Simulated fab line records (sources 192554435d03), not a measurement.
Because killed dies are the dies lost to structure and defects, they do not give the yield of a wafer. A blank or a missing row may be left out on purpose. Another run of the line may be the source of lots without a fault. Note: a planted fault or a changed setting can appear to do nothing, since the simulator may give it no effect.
fab line records ; flow n5-finfet
record lots=7; wafers=21; last-day=18
route steps=1938 shown DUMMY_GATE@238 BEOL_M4@1111 PASSIVATION@1936
lots with no fault: from the same line, run without faults
start-h: start of the lot's first displayed wafer, in hours after the record's first day ; wait-h: hours since the lot's step before ; " repeats the value in the row above ; L1.1+2: one row covering several wafers at once ; - value missing, or start not given ; * or withheld: withheld ; < > ~ a bound
route shown NAME@n: names a module that has steps shown in the file, with the first one's number in the route ; usual: mean/standard deviation of fault-free wafers ; same: alike in all rows ; chamber/n: place in a boat ; sites: each site's reading ; _std_site: standard deviation across them ; _edge_site: inner sites' mean taken away from outer sites' mean ; radius-mm: for every site, how far away it sits from the centre of the wafer ; mask NAME#n: copy n ; behind: the most recent tool/chamber to have shaped the wafer ; hold: what put the lot on hold/how long, in hours/how the hold closed ; device: the n, p or np transistor that did not switch ; end of line: the same wafers' tests at the end of the route ; a step with no rows: only its recipe ; killed: dies lost to structure and defects at the first sort, not the wafer's yield ; map: per-die view of a wafer (x killed, . not killed, _ where there is no die)
set.NAME: the setting that was run; set.NAME@STEP: the one run at that earlier step ; model.NAME: the simulator's own value behind a step, which no gauge read
lots at some steps of the route; a table a step, a row a wafer
services: from which hour (start-h, from the record's first day; less than 0 if before it) a tool's chamber was out of use, for how many hours, and why
## steps
# step N5_DUMMY_GATE_STRIP_38
# recipe chemistry=N2/H2; temp-c=40; n2-flow-sccm=200; h2-flow-sccm=200; rf-frequency-hz=6e+07
# step N5_DUMMY_GATE_STRIP_39
# recipe chemistry=N2/H2; temp-c=40; n2-flow-sccm=200; h2-flow-sccm=200; rf-frequency-hz=6e+07
# step N5_DUMMY_GATE_TRIM_49
# recipe chemistry=O2; resist=SOC; time-s=29; target-cd-nm=14; source-power-w=300; bias-power-w=0; O2_flow_sccm=100; temp-c=20
# usual drypump-motor-current-A=5.8/0.37; oes-product-au=0.996/0.012; throttle-valve-pct=8.20/0.12
lot.wafer;tool;chamber;start-h;wait-h;drypump-motor-current-A;oes-product-au;rf-hours-counter-h;throttle-valve-pct
L123.1;rie-si-04;1;51.99;0.0;5.4;0.976;52;8.04
L123.4;rie-si-04;0;51.99;0.0;5.0;1.011;140;8.15
L123.6;rie-si-04;3;51.99;0.0;6.0;1.021;-;8.10
L133.2;rie-si-02;1;115.59;0.0;5.9;0.990;125;8.22
L133.4;rie-si-02;3;115.59;0.0;6.0;1.003;84;8.22
L133.5;rie-si-02;0;115.59;0.0;6.1;0.982;-;8.13
L136.2;rie-si-04;1;132.39;0.0;5.4;0.972;53;8.04
L136.4;rie-si-04;3;132.39;0.0;6.0;1.006;183;8.09
L136.5;rie-si-04;0;132.39;0.0;5.0;0.994;-;8.13
L137.2;rie-si-02;2;136.73;0.0;5.6;1.005;166;8.13
L137.4;rie-si-02;3;136.73;0.0;6.0;1.002;85;8.22
L137.6;rie-si-02;0;136.73;0.0;6.1;0.986;-;8.12
L139.2;rie-si-02;0;150.01;0.0;6.1;0.976;156;8.14
L139.3;rie-si-02;1;150.01;0.0;5.8;0.980;125;8.23
L139.4;rie-si-02;2;150.01;0.0;5.5;1.005;167;8.12
L140.1;rie-si-05;3;154.15;0.0;6.2;0.983;154;8.16
L140.2;rie-si-05;0;154.15;0.0;5.6;0.982;5;8.14
L140.3;rie-si-05;1;154.15;0.0;5.7;1.008;93;8.40
L145.1;rie-si-04;0;185.85;0.0;5.0;1.002;142;8.14
L145.2;rie-si-04;3;185.85;0.0;6.0;0.999;184;8.10
L145.3;rie-si-04;2;185.85;0.0;5.5;0.999;174;8.56
# step N5_DUMMY_GATE_STRIP_40
# recipe chemistry=CF4; resist=SiARC; power-w=300; bias-power-w=75; pressure-mtorr=50; cf4-flow-sccm=150; rf-frequency-hz=6e+07
# step N5_DUMMY_GATE_CD_MEAS_50
# recipe target-cd-nm=14
# usual cd-nm=14.0/0.41
lot.wafer;tool;chamber;start-h;wait-h;cd-nm
L123.1;cd-sem-03;-;52.14;0.0;13.8
L123.4;cd-sem-03;-;52.14;0.0;13.9
L123.6;cd-sem-03;-;52.14;0.0;14.0
L133.2;cd-sem-01;-;115.74;0.0;14.1
L133.4;cd-sem-01;-;115.74;0.0;14.2
L133.5;cd-sem-01;-;115.74;0.0;14.8
L136.2;cd-sem-03;-;132.54;0.0;13.7
L136.4;cd-sem-03;-;132.54;0.0;13.6
L136.5;cd-sem-03;-;132.54;0.0;14.4
L137.2;cd-sem-01;-;136.96;0.0;14.2
L137.4;cd-sem-01;-;136.96;0.0;14.2
L137.6;cd-sem-01;-;136.96;0.0;14.3
L139.2;cd-sem-03;-;150.17;0.0;14.8
L139.3;cd-sem-03;-;150.17;0.0;14.0
L139.4;cd-sem-03;-;150.17;0.0;14.7
L140.1;cd-sem-01;-;154.41;0.0;13.5
L140.2;cd-sem-01;-;154.41;0.0;13.9
L140.3;cd-sem-01;-;154.41;0.0;13.9
L145.1;cd-sem-03;-;185.99;0.0;14.5
L145.2;cd-sem-03;-;185.99;0.0;13.9
L145.3;cd-sem-03;-;185.99;0.0;14.3
# step N5_DUMMY_GATE_ETCH_31
# recipe chemistry=C4F6/O2; target=SiO2; mask-material=SOC; target-depth-a=825; time-s=27.5; ion-energy-ev=250; pressure-mtorr=30; source-w=345; bias-w=185; Ar_flow_sccm=300; C4F6_flow_sccm=10; O2_flow_sccm=10
# step N5_DUMMY_GATE_STRIP_41
# recipe chemistry=O2; power-w=400; temp-c=40; pressure-mtorr=30; rf-frequency-hz=6e+07; bias-power-w=0; overash-fraction=0.3; o2-flow-sccm=225
# usual drypump-motor-current-A=5.9/0.39; oes-product-au=0.76/0.064; rf-vpp-V=3.7/0.48; showerhead-plenum-p-Torr=2.14/0.051; throttle-valve-pct=16.74/0.27
lot.wafer;tool;chamber;start-h;wait-h;drypump-motor-current-A;oes-product-au;rf-hours-counter-h;rf-vpp-V;showerhead-plenum-p-Torr;throttle-valve-pct
L123.1;rie-diel-03;1;52.23;0.0;5.7;0.73;155;3.1;2.17;16.67
L123.4;rie-diel-03;2;52.23;0.0;5.7;0.84;55;2.9;2.06;16.51
L123.6;rie-diel-03;1;52.23;0.0;5.8;0.73;-;4.4;2.17;16.64
L133.2;rie-diel-06;1;115.85;0.0;5.3;0.77;122;3.5;2.12;16.71
L133.4;rie-diel-06;3;115.85;0.0;6.0;0.73;180;3.3;1.99;16.92
L133.5;rie-diel-06;0;115.85;0.0;5.4;0.71;-;3.5;2.09;17.07
L136.2;rie-diel-06;0;132.63;0.0;5.4;0.71;179;2.9;2.08;17.08
L136.4;rie-diel-06;1;132.63;0.0;5.3;0.77;128;3.3;2.12;16.71
L136.5;rie-diel-06;0;132.63;0.0;5.4;0.71;-;3.6;2.08;17.07
L137.2;rie-diel-04;2;137.05;0.0;6.4;0.70;219;3.9;2.15;16.96
L137.4;rie-diel-04;3;137.05;0.0;5.3;0.76;173;3.9;2.18;16.98
L137.6;rie-diel-04;2;137.05;0.0;6.4;0.69;-;3.5;2.15;16.94
L139.2;rie-diel-04;2;150.26;0.0;6.4;0.69;223;4.0;2.15;16.96
L139.3;rie-diel-04;1;150.26;0.0;6.3;0.75;134;3.3;2.18;16.60
L139.4;rie-diel-04;0;150.26;0.0;6.1;0.88;57;3.3;2.14;16.26
L140.1;rie-diel-03;3;154.50;0.0;6.3;0.67;260;3.7;2.15;16.72
L140.2;rie-diel-03;1;154.50;0.0;5.7;0.70;189;3.9;2.16;16.74
L140.3;rie-diel-03;0;154.50;0.0;6.2;0.69;224;3.5;2.17;17.11
L145.1;rie-diel-04;3;186.09;0.0;5.3;0.74;189;3.5;2.17;17.02
L145.2;rie-diel-04;0;186.09;0.0;6.1;0.86;69;4.2;2.13;16.26
L145.3;rie-diel-04;1;186.09;0.0;6.3;0.75;145;3.4;2.18;16.62
# step N5_DUMMY_GATE_HM_OPEN_21
# recipe chemistry=CH3F/O2; target=SiNx; target-depth-a=1200; Ar_flow_sccm=150; CH3F_flow_sccm=30; O2_flow_sccm=23; time-s=171.4; pressure-mtorr=30; source-w=395; bias-w=73; ion-energy-ev=120.7
# step N5_DUMMY_GATE_ETCH_32
# recipe chemistry=CF4; target=SiO2; target-depth-a=35; time-s=3.9; ion-energy-ev=350; pressure-mtorr=10; icp-w=800; bias-w=400; cf4-flow-sccm=80
# usual bias-w=399.9/1.1; drypump-motor-current-A=5.8/0.38; oes-product-au=0.996/0.02; throttle-valve-pct=21.84/0.28
lot.wafer;tool;chamber;start-h;wait-h;bias-w;drypump-motor-current-A;oes-product-au;rf-hours-counter-h;throttle-valve-pct
L123.1;rie-si-05;0;52.44;0.1;397.7;5.6;1.016;3;21.86
L123.4;rie-si-05;2;52.44;0.1;399.1;6.5;0.996;10;22.08
L123.6;rie-si-05;0;52.44;0.1;399.9;5.6;1.008;-;21.87
L133.2;rie-si-02;2;116.05;0.1;400.8;5.5;0.996;166;21.54
L133.4;rie-si-02;3;116.05;0.1;399.8;6.0;1.015;84;21.91
L133.5;rie-si-02;1;116.05;0.1;400.5;5.8;0.972;-;21.93
L136.2;rie-si-02;1;132.83;0.1;401.5;5.9;0.968;125;21.94
L136.4;rie-si-02;3;132.83;0.1;400.3;6.0;1.002;85;21.93
L136.5;rie-si-02;2;132.83;0.1;401.4;5.5;0.996;-;21.54
L137.2;rie-si-05;2;137.25;0.1;397.8;6.5;0.998;12;22.07
L137.4;rie-si-05;0;137.25;0.1;398.3;5.6;1.001;5;21.86
L137.6;rie-si-05;2;137.25;0.1;399.7;6.5;1.000;-;22.09
L139.2;rie-si-05;3;150.46;0.1;400.4;6.2;1.000;154;21.55
L139.3;rie-si-05;2;150.46;0.1;400.2;6.5;0.990;12;22.07
L139.4;rie-si-05;0;150.46;0.1;399.4;5.6;1.001;5;21.87
L140.1;rie-si-02;3;154.70;0.1;397.8;6.0;1.023;85;21.93
L140.2;rie-si-02;2;154.70;0.1;400.0;5.5;0.990;167;21.53
L140.3;rie-si-02;0;154.70;0.1;402.3;6.1;0.985;156;21.59
L145.1;rie-si-04;2;186.29;0.1;401.0;5.5;0.989;174;22.44
L145.2;rie-si-04;3;186.29;0.1;400.0;6.1;1.020;184;21.58
L145.3;rie-si-04;1;186.29;0.1;400.3;5.4;0.974;54;21.65
# step N5_DUMMY_GATE_ETCH_23
# recipe chemistry=HBr/Cl2/O2; HBr_flow_sccm=150; Cl2_flow_sccm=80; O2_flow_sccm=12; bias-w=102; target-depth-a=410; time-s=22.3; target=poly-Si; mask-material=SiO2; pressure-mtorr=10; icp-w=800
# usual bias-w=102.0/0.3; drypump-motor-current-A=5.8/0.38; oes-product-au=0.997/0.018; throttle-valve-pct=37.32/0.29
lot.wafer;tool;chamber;start-h;wait-h;bias-w;drypump-motor-current-A;oes-product-au;rf-hours-counter-h;throttle-valve-pct
L123.1;rie-si-05;0;52.47;0.0;102.0;5.6;1.006;3;37.27
L123.4;rie-si-05;2;52.47;0.0;102.0;6.5;1.004;11;37.77
L123.6;rie-si-05;0;52.47;0.0;101.9;5.6;1.001;-;37.27
L133.2;rie-si-02;2;116.08;0.0;101.9;5.5;1.005;166;36.86
L133.4;rie-si-02;3;116.08;0.0;101.5;6.0;1.011;84;37.62
L133.5;rie-si-02;1;116.08;0.0;102.1;5.8;0.977;-;37.29
L136.2;rie-si-02;1;132.86;0.0;101.8;5.9;0.980;125;37.27
L136.4;rie-si-02;3;132.86;0.0;101.8;6.0;1.018;85;37.63
L136.5;rie-si-02;2;132.86;0.0;101.8;5.6;0.998;-;36.84
L137.2;rie-si-05;2;137.29;0.0;102.4;6.5;0.989;12;37.77
L137.4;rie-si-05;0;137.29;0.0;101.9;5.6;0.989;5;37.28
L137.6;rie-si-05;2;137.29;0.0;102.3;6.5;0.994;-;37.76
L139.2;rie-si-05;3;150.49;0.0;102.1;6.2;0.997;154;37.17
L139.3;rie-si-05;2;150.49;0.0;102.0;6.5;1.002;12;37.77
L139.4;rie-si-05;0;150.49;0.0;101.9;5.6;1.006;5;37.28
L140.1;rie-si-02;3;154.73;0.0;102.0;6.0;1.005;85;37.62
L140.2;rie-si-02;2;154.73;0.0;102.2;5.5;0.998;167;36.85
L140.3;rie-si-02;0;154.73;0.0;102.2;6.1;0.982;156;37.10
L145.1;rie-si-04;2;186.32;0.0;101.9;5.5;0.989;174;37.84
L145.2;rie-si-04;3;186.32;0.0;101.9;6.0;1.018;184;36.96
L145.3;rie-si-04;1;186.32;0.0;102.2;5.4;0.965;54;37.14
# step N5_DUMMY_GATE_ETCH_44
# recipe chemistry=HBr/O2; over-etch-frac=0.7; target-depth-a=1275; stop-on=SiO2; ion-energy-ev=60; bias-w=20; target=poly-Si; mask-material=SiO2; pressure-mtorr=20; icp-w=400; HBr_flow_sccm=120; O2_flow_sccm=10
# usual bias-w=20.01/0.058; drypump-motor-current-A=5.8/0.38; oes-product-au=0.722/0.013; throttle-valve-pct=18.57/0.21
lot.wafer;tool;chamber;start-h;wait-h;bias-w;drypump-motor-current-A;oes-product-au;rf-hours-counter-h;throttle-valve-pct
L123.1;rie-si-05;0;52.52;0.0;20.08;5.6;0.697;3;18.65
L123.4;rie-si-05;2;52.52;0.0;20.07;6.5;0.715;11;18.77
L123.6;rie-si-05;0;52.52;0.0;20.01;5.6;0.703;-;18.64
L133.2;rie-si-02;2;116.14;0.0;20.12;5.5;0.733;166;18.36
L133.4;rie-si-02;3;116.14;0.0;19.87;6.0;0.726;84;18.79
L133.5;rie-si-02;1;116.14;0.0;20.01;5.8;0.707;-;18.50
L136.2;rie-si-02;1;132.92;0.0;20.02;5.9;0.724;125;18.50
L136.4;rie-si-02;3;132.92;0.0;20.01;6.0;0.729;85;18.79
L136.5;rie-si-02;2;132.92;0.0;20.01;5.6;0.726;-;18.36
L137.2;rie-si-05;2;137.34;0.0;19.94;6.5;0.735;12;18.78
L137.4;rie-si-05;0;137.34;0.0;19.94;5.6;0.722;5;18.65
L137.6;rie-si-05;2;137.34;0.0;19.96;6.5;0.726;-;18.80
L139.2;rie-si-05;3;150.55;0.0;20.00;6.2;0.705;154;18.40
L139.3;rie-si-05;2;150.55;0.0;20.13;6.5;0.723;12;18.78
L139.4;rie-si-05;0;150.55;0.0;19.94;5.6;0.713;5;18.66
L140.1;rie-si-02;3;154.79;0.0;20.04;6.0;0.714;85;18.78
L140.2;rie-si-02;2;154.79;0.0;20.01;5.5;0.718;167;18.36
L140.3;rie-si-02;0;154.79;0.0;19.94;6.1;0.706;156;18.44
L145.1;rie-si-04;2;186.38;0.0;20.03;5.5;0.732;174;18.95
L145.2;rie-si-04;3;186.38;0.0;20.00;6.0;0.718;184;18.26
L145.3;rie-si-04;1;186.38;0.0;19.90;5.4;0.725;54;18.41
# step N5_DUMMY_GATE_CD_MEAS_24
# recipe target-cd-nm=15
# usual cd-nm=15.0/0.41
lot.wafer;tool;chamber;start-h;wait-h;cd-nm
L123.1;cd-sem-01;-;52.63;0.1;14.9
L123.4;cd-sem-01;-;52.63;0.1;15.0
L123.6;cd-sem-01;-;52.63;0.1;14.9
L133.2;cd-sem-03;-;116.25;0.1;15.3
L133.4;cd-sem-03;-;116.25;0.1;15.2
L133.5;cd-sem-03;-;116.25;0.1;15.9
L136.2;cd-sem-01;-;133.03;0.1;15.0
L136.4;cd-sem-01;-;133.03;0.1;14.6
L136.5;cd-sem-01;-;133.03;0.1;15.1
L137.2;cd-sem-03;-;137.46;0.1;14.9
L137.4;cd-sem-03;-;137.46;0.1;14.8
L137.6;cd-sem-03;-;137.46;0.1;15.2
L139.2;cd-sem-03;-;150.66;0.1;15.2
L139.3;cd-sem-03;-;150.66;0.1;14.5
L139.4;cd-sem-03;-;150.66;0.1;15.3
L140.1;cd-sem-01;-;154.90;0.1;15.2
L140.2;cd-sem-01;-;154.90;0.1;14.9
L140.3;cd-sem-01;-;154.90;0.1;14.5
L145.1;cd-sem-02;-;186.49;0.1;15.6
L145.2;cd-sem-02;-;186.49;0.1;14.7
L145.3;cd-sem-02;-;186.49;0.1;15.5
# step N5_DUMMY_GATE_ETCH_42
# recipe chemistry=CHF3/O2; target=SiO2; target-depth-a=35; time-s=31; ion-energy-ev=30; bias-w=12; pressure-mtorr=30; source-w=600; Ar_flow_sccm=200; CHF3_flow_sccm=50; O2_flow_sccm=5
# usual bias-w=12.00/0.037; drypump-motor-current-A=5.9/0.41; oes_f_703_au=0.75/0.059; oes-product-au=0.75/0.059; rf-vpp-V=42.5/1; showerhead-plenum-p-Torr=2.45/0.064; throttle-valve-pct=18.89/0.26
lot.wafer;tool;chamber;start-h;wait-h;bias-w;drypump-motor-current-A;oes_f_703_au;oes-product-au;rf-hours-counter-h;rf-vpp-V;showerhead-plenum-p-Torr;throttle-valve-pct
L123.1;rie-diel-04;2;52.68;0.0;11.98;6.4;0.71;0.71;197;44.0;2.48;19.05
L123.4;rie-diel-04;0;52.68;0.0;12.03;6.1;0.88;0.89;34;41.5;2.45;18.26
L123.6;rie-diel-04;2;52.68;0.0;11.99;6.4;0.71;0.71;-;41.8;2.48;19.04
L133.2;rie-diel-04;1;116.30;0.0;11.93;6.3;0.76;0.76;124;43.1;2.54;18.86
L133.4;rie-diel-04;2;116.30;0.0;11.99;6.4;0.70;0.69;213;43.2;2.47;19.07
L133.5;rie-diel-04;3;116.30;0.0;11.99;5.3;0.75;0.75;-;42.5;2.50;19.05
L136.2;rie-diel-04;1;133.08;0.0;12.67;6.3;0.76;0.76;129;45.3;2.54;18.85
L136.4;rie-diel-04;0;133.08;0.0;12.68;6.1;0.86;0.88;51;45.1;2.44;18.27
L136.5;rie-diel-04;0;133.08;0.0;12.62;6.1;0.86;0.88;-;44.8;2.44;18.27
L137.2;rie-diel-06;1;137.50;0.0;12.00;5.3;0.74;0.75;129;41.4;2.44;18.91
L137.4;rie-diel-06;3;137.50;0.0;11.92;6.0;0.71;0.72;187;41.4;2.30;19.08
L137.6;rie-diel-06;0;137.50;0.0;12.03;5.4;0.73;0.71;-;42.1;2.40;19.23
L139.2;rie-diel-04;3;150.71;0.0;12.60;5.3;0.75;0.75;177;43.8;2.49;19.09
L139.3;rie-diel-04;1;150.71;0.0;12.63;6.3;0.76;0.76;134;44.6;2.54;18.85
L139.4;rie-diel-04;2;150.71;0.0;12.70;6.4;0.69;0.69;223;44.5;2.47;19.08
L140.1;rie-diel-04;0;154.95;0.0;12.63;6.1;0.84;0.87;58;43.3;2.44;18.30
L140.2;rie-diel-04;2;154.95;0.0;12.69;6.4;0.68;0.70;224;45.4;2.47;19.08
L140.3;rie-diel-04;3;154.95;0.0;12.62;5.3;0.75;0.75;178;45.6;2.49;19.07
L145.1;rie-diel-06;3;186.54;0.0;12.00;6.0;0.70;0.70;199;39.5;2.29;19.10
L145.2;rie-diel-06;1;186.54;0.0;12.03;5.3;0.73;0.74;142;42.1;2.43;18.91
L145.3;rie-diel-06;0;186.54;0.0;11.97;5.4;0.72;0.71;192;41.8;2.40;19.25
# step N5_DUMMY_GATE_STRIP_48
# recipe chemistry=N2/H2; time-s=20; power-w=100; temp-c=40; pressure-mtorr=100; rf-frequency-hz=6e+07; bias-power-w=3; n2-flow-sccm=300; h2-flow-sccm=300
# step N5_BEOL_M4_RC_MEAS_101
# usual DIBL_N=36.3/1.8; DIBL_P=36.5/2.1; IOFF_N=0.16/0.031; IOFF_P=0.22/0.038; ION_N=677/12; ION_P=466/7.8; SS_N=71.5/0.61; SS_P=73.2/0.7; VT_N=249/3; VT_P=-248.9/3
lot.wafer;tool;chamber;start-h;wait-h;DIBL_N[mV/V];DIBL_P[mV/V];IOFF_N[nA/um];IOFF_P[nA/um];ION_N[uA/um];ION_P[uA/um];SS_N[mV/dec];SS_P[mV/dec];VT_N[mV];VT_P[mV]
L123.1;prober-02;0;185.65;0.0;40.0;42.0;0.23;0.29;682;465;73.2;75.0;244;-245.8
L123.4;prober-02;0;185.65;0.0;36.2;36.1;0.14;0.18;665;455;71.3;73.4;251;-252.4
L123.6;prober-02;0;185.65;0.0;36.7;37.3;0.15;0.19;653;449;72.1;73.7;250;-250.8
L133.2;prober-02;0;248.87;0.2;36.3;35.4;0.18;0.22;698;473;71.0;73.7;247;-249.2
L133.4;prober-02;0;248.87;0.2;36.6;35.6;0.18;0.23;686;470;71.3;73.3;246;-248.0
L133.5;prober-02;0;248.87;0.2;33.6;32.0;0.12;0.18;670;466;70.5;72.1;252;-246.7
L136.2;prober-02;0;267.20;0.2;36.9;37.5;0.16;0.25;679;472;72.3;73.5;252;-248.5
L136.4;prober-02;0;267.20;0.2;39.2;40.4;0.21;0.31;677;475;71.9;74.6;248;-245.5
L136.5;prober-02;0;267.20;0.2;35.7;36.7;0.16;0.25;690;483;70.9;72.9;250;-245.8
L137.2;prober-02;0;278.29;0.2;34.5;35.0;0.14;0.21;669;463;71.4;72.9;250;-247.6
L137.4;prober-02;0;278.29;0.2;37.5;38.9;0.21;0.26;696;470;72.0;73.1;246;-246.3
L137.6;prober-02;0;278.29;0.2;34.1;35.0;0.15;0.20;684;466;71.0;72.6;247;-251.3
L140.1;prober-02;0;281.12;0.0;34.7;34.4;0.14;0.19;663;455;70.9;72.5;252;-250.7
L140.2;prober-02;0;281.12;0.0;34.6;35.3;0.15;0.20;673;465;71.3;72.4;249;-251.3
L140.3;prober-02;0;281.12;0.0;35.9;36.2;0.16;0.21;670;459;71.9;72.8;251;-249.7
L139.2;prober-01;0;281.80;0.2;37.6;36.4;0.19;0.24;674;467;70.9;73.4;247;-246.8
L139.3;prober-01;0;281.80;0.2;37.2;36.3;0.18;0.24;689;471;71.5;72.4;249;-247.9
L139.4;prober-01;0;281.80;0.2;36.9;36.1;0.17;0.25;687;482;71.7;72.9;247;-246.1
L145.1;prober-01;0;312.93;0.0;35.7;36.9;0.17;0.24;669;463;72.0;73.1;249;-246.4
L145.2;prober-01;0;312.93;0.0;36.8;38.0;0.19;0.24;678;459;71.6;73.5;246;-250.0
L145.3;prober-01;0;312.93;0.0;34.5;36.0;0.16;0.22;679;471;71.5;72.5;246;-245.6
# step N5_PASSIVATION_PROBE_49
# usual defect-limited-yield=91.2/1.5; killed_at_M0_to_M3=33/9.6; killed_at_M4_up=14/5.6; killed-at-contacts=14/5.5; killed-at-front-end=40/13; killed-at-other=4/3; killed-dies=104/17; killed-open=68/13; killed-short=33/7.2; sort_bin_5_function=5.2/0.95; sort_bin_6_memory=3.3/0.62; sort_bin_8_speed=0.00/0.012; sort-n-pass=1076/17; sort-yield-pct=91.2/1.5
# same gross-dies=1180; killed-at-back-side=0; sort_bin_4_leakage[%]=0
lot.wafer;tool;chamber;start-h;wait-h;defect-limited-yield[%];killed_at_M0_to_M3;killed_at_M4_up;killed-at-contacts;killed-at-front-end;killed-at-other;killed-dies;killed-open;killed-short;sort_bin_5_function[%];sort_bin_6_memory[%];sort_bin_8_speed[%];sort-n-pass;sort-yield-pct[%]
L133.2;prober-01;-;360.29;0.1;89.9;48;15;11;37;8;119;86;31;6.4;3.4;0;1061;89.9
L133.4;prober-01;-;360.39;0.2;92.2;18;18;18;35;3;92;65;26;4.6;3.1;0;1088;92.2
L133.5;prober-01;-;360.44;0.2;91.9;27;11;28;26;4;96;62;34;4.8;3.2;0;1084;91.9
L136.2;prober-02;-;386.46;0.1;90.6;29;13;4;62;3;111;77;31;5.6;3.4;0;1069;90.6
L136.4;prober-02;-;386.56;0.2;90.2;38;16;7;49;6;116;75;38;5.8;3.7;0;1064;90.2
L136.5;prober-02;-;386.61;0.2;93.1;24;15;10;26;6;81;48;30;4.1;2.2;0;1099;93.1
L137.2;prober-01;-;387.25;0.1;89.3;25;11;21;66;3;126;85;40;6.3;4.2;0;1054;89.3
L137.4;prober-01;-;387.35;0.2;92.1;36;12;12;31;2;93;63;29;4.5;3.0;0;1087;92.1
L137.6;prober-01;-;387.45;0.3;91.6;35;18;11;27;8;99;70;27;5.7;2.4;0;1081;91.6
# killed by level:class
L133.2 BEOL_M2:geometric-particle:open=20 FIN_SAQP:geometric-particle:short=13 ILD0:geometric-particle:open=8 MOL_CONTACT_COAG:geometric-particle:open=8 BEOL_M1:geometric-particle:open=8 BEOL_M3:geometric-particle:open=7 BEOL_M4:geometric-particle:open=7 FIN_SAQP:geometric-particle:open=6
L133.4 MOL_CONTACT_COAG:geometric-particle:open=17 FIN_SAQP:geometric-particle:open=11 BEOL_M4:geometric-particle:open=8 STARTING-WAFER:geometric-particle:open=5 STI_FIN_REVEAL:geometric-particle:open=4 BEOL_M2:geometric-particle:open=4 FIN_SAQP:geometric-particle:short=3 ILD0:geometric-particle:short=3
L133.5 MOL_CONTACT_COAG:geometric-particle:open=21 MOL_CONTACT_COAG:geometric-particle:short=7 BEOL_M2:geometric-particle:open=7 BEOL_M0_SAQP:geometric-particle:open=5 BEOL_M5:geometric-particle:short=4 STARTING-WAFER:geometric-particle:short=4 STARTING-WAFER:geometric-particle:open=4 STI_FIN_REVEAL:geometric-particle:open=3
L136.2 STI_FIN_REVEAL:geometric-particle:open=19 BEOL_M2:geometric-particle:open=13 FIN_SAQP:geometric-particle:open=9 GATE_CUT:geometric-particle:short=8 FIN_SAQP:geometric-particle:short=6 BEOL_M4:geometric-particle:open=5 DUMMY_GATE:geometric-particle:open=4 GATE_CUT:geometric-particle:open=4
L136.4 FIN_SAQP:geometric-particle:open=14 BEOL_M3:geometric-particle:open=10 BEOL_M4:geometric-particle:open=9 STI_FIN_REVEAL:geometric-particle:open=7 MOL_CONTACT_COAG:geometric-particle:open=7 BEOL_M0_SAQP:geometric-particle:short=7 BEOL_M2:geometric-particle:open=7 GATE_CUT:geometric-particle:short=5
L136.5 MOL_CONTACT_COAG:geometric-particle:open=8 GATE_CUT:geometric-particle:short=7 BEOL_M3:geometric-particle:open=6 BEOL_M4:geometric-particle:open=6 FIN_SAQP:geometric-particle:short=5 BEOL_M0_SAQP:geometric-particle:open=5 STARTING-WAFER:geometric-particle:open=4 STI_FIN_REVEAL:geometric-particle:open=3
L137.2 STI_FIN_REVEAL:geometric-particle:open=19 MOL_CONTACT_COAG:geometric-particle:open=17 BEOL_M3:geometric-particle:open=10 DUMMY_GATE:geometric-particle:open=9 FIN_SAQP:geometric-particle:short=7 FIN_SAQP:geometric-particle:open=6 GATE_CUT:geometric-particle:short=6 BEOL_M0_SAQP:geometric-particle:short=6
L137.4 MOL_CONTACT_COAG:geometric-particle:open=8 BEOL_M3:geometric-particle:open=8 FIN_SAQP:geometric-particle:open=6 BEOL_M0_SAQP:geometric-particle:short=6 BEOL_M0_SAQP:geometric-particle:open=6 STI_FIN_REVEAL:geometric-particle:open=5 BEOL_M1:geometric-particle:open=5 BEOL_M5:geometric-particle:open=5
L137.6 BEOL_M0_SAQP:geometric-particle:short=9 BEOL_M4:geometric-particle:open=8 MOL_CONTACT_COAG:geometric-particle:open=7 STI_FIN_REVEAL:geometric-particle:open=6 BEOL_M0_SAQP:geometric-particle:open=6 BEOL_M3:geometric-particle:open=6 BEOL_M2:geometric-particle:open=5 MOL_CONTACT_COAG:geometric-particle:short=4
## services
tool;chamber;start-h;hours;kind
rie-diel-03;-;33.56;5.8;repair
rie-diel-06;2;61.78;5.3;repair
rie-diel-04;0;63.01;9.9;repair
rie-si-04;3;67.29;5.4;repair
rie-diel-04;1;73.95;1.3;repair
rie-diel-03;2;91.92;5.7;repair
rie-diel-03;2;104.37;62.3;repair
rie-diel-04;-;122.71;2.8;pm
rie-si-04;-;129.49;2.8;pm
rie-diel-03;3;166.76;-;clean
rie-diel-03;3;166.76;-;consumable-replace:focus-ring
rie-diel-03;3;166.76;20.0;scheduled-down
rie-diel-03;3;166.76;20.0;vent-cycle
rie-si-05;2;178.40;11.5;repair
## key
first-sign step=N5_DUMMY_GATE_ETCH_42; reading=bias-w; direction=up; sigmas=18; usual=*; struck=*
effect step=N5_DUMMY_GATE_ETCH_42; reading=rf-vpp-V; direction=up; sigmas=2.1; usual=42.5; struck=44.7
met-at N5_DUMMY_GATE_ETCH_42
struck-wafers L136.2,L136.4,L136.5,L139.2,L139.3,L139.4,L140.1,L140.2,L140.3
onset-between 116.30 133.08
fault kind=process-parameter-drift; tool=rie-diel-04; chamber=-; onset-h=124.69; steps=N5_DUMMY_GATE_ETCH_42; channel=bias-w; offset=*; shape=step; end-h=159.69; acts-in=*; stated=*
